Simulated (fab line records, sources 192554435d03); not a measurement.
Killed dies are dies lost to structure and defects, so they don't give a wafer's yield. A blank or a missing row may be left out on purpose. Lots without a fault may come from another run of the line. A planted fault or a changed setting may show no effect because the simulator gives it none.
Which tool did it? | flow n5_finfet | 7 lots, 21 wafers sampled, at 1 step of a route of 1938

WHAT THE GAUGES READ, wafer by wafer
N5_BEOL_M4_RC_MEAS_101. Usual: DIBL_N 36.3 mV/V, standard deviation 1.7; DIBL_P 36.3 mV/V, standard deviation 2.2; IOFF_N 0.16 nA/um, standard deviation 0.034; IOFF_P 0.21 nA/um, standard deviation 0.038; ION_N 673 uA/um, standard deviation 13; ION_P 461 uA/um, standard deviation 8.3; SS_N 71.5 mV/dec, standard deviation 0.55; SS_P 73.3 mV/dec, standard deviation 0.67; VT_N 250 mV, standard deviation 3.4; VT_P -251 mV, standard deviation 3.5.
lot  | measured     | on        | DIBL_N (mV/V)  | DIBL_P (mV/V)  | IOFF_N (nA/um) | IOFF_P (nA/um) | ION_N (uA/um) | ION_P (uA/um) | SS_N (mV/dec)  | SS_P (mV/dec)  | VT_N (mV)   | VT_P (mV)      | flag
L936 | day 9 21:37  | prober-01 | 39.5 35.5 36.1 | 39.5 35.5 35.8 | 0.22 0.15 0.15 | 0.33 0.23 0.22 | 698 680 677   | 484 472 468   | 72.3 71.4 72.1 | 74.4 73.7 73.2 | 248 248 253 | -241 -245 -247 |
L941 | day 11 09:02 | prober-02 | 39.4 35.9 33.9 | 38.7 34.5 32.6 | 0.20 0.12 0.11 | 0.26 0.18 0.16 | 680 663 659   | 463 458 456   | 71.7 71.2 70.3 | 74.4 73.0 72.3 | 248 254 255 | -246 -251 -250 |
L943 | day 11 15:26 | prober-02 | 34.9 35.7 33.0 | 35.9 35.8 32.4 | 0.14 0.15 0.10 | 0.17 0.17 0.13 | 665 678 660   | 454 457 447   | 70.8 70.9 71.0 | 73.4 72.5 71.2 | 251 251 257 | -255 -255 -258 |
L946 | day 12 22:41 | prober-01 | 36.9 36.8 36.6 | 38.1 37.3 38.4 | 0.18 0.17 0.18 | 0.24 0.22 0.24 | 683 684 682   | 467 467 470   | 71.5 71.8 71.5 | 73.7 73.6 74.0 | 247 248 248 | -249 -248 -246 |
L947 | day 12 23:26 | prober-02 | 39.4 35.8 37.2 | 39.6 34.8 37.5 | 0.22 0.13 0.18 | 0.27 0.18 0.23 | 699 669 688   | 475 462 471   | 71.7 71.5 71.2 | 73.7 72.2 74.1 | 244 255 248 | -247 -251 -250 |
L948 | day 13 02:16 | prober-01 | 35.2 39.5 39.0 | 35.0 41.1 38.8 | 0.12 0.22 0.19 | 0.20 0.32 0.28 | 673 702 686   | 474 489 479   | 71.0 71.9 71.5 | 72.3 74.4 73.7 | 252 244 246 | -250 -243 -244 |
L949 | day 13 05:31 | prober-02 | 36.2 34.7 35.2 | 34.5 33.2 33.5 | 0.15 0.13 0.14 | 0.20 0.17 0.18 | 660 667 661   | 455 455 450   | 72.0 70.9 71.3 | 73.7 73.3 73.4 | 249 250 251 | -250 -255 -251 |

WHICH TOOL RAN EACH LOT (tool, then ch and the chambers of the sampled wafers, then the start)
The record holds no process step before these readings.

WHAT THE TOOLS THEMSELVES READ (means of the sampled wafers that have a number; where no wafer has one, the mark that the record gives instead)
The record holds no such reading with a usual standard deviation.

THE ANSWER, worked out from the rows above alone
Rule: a lot is off if the mean of its wafers that have a number lies more than 3 standard deviations from the usual mean. A lot without any number at a reading at which 4 lots or more have one is off too. The other lots that the step has rows for count as sound. The gauges are gone through in route order, then the tools' own readings, and for those a lot's mean is taken as printed above. The first step at which some lot is off is used, and at that step the reading that is off furthest; a lot without a number counts as furthest.
No lot is off at any reading shown: from this, nothing can be told.

WHAT THE SIMULATOR HAD PUT IN
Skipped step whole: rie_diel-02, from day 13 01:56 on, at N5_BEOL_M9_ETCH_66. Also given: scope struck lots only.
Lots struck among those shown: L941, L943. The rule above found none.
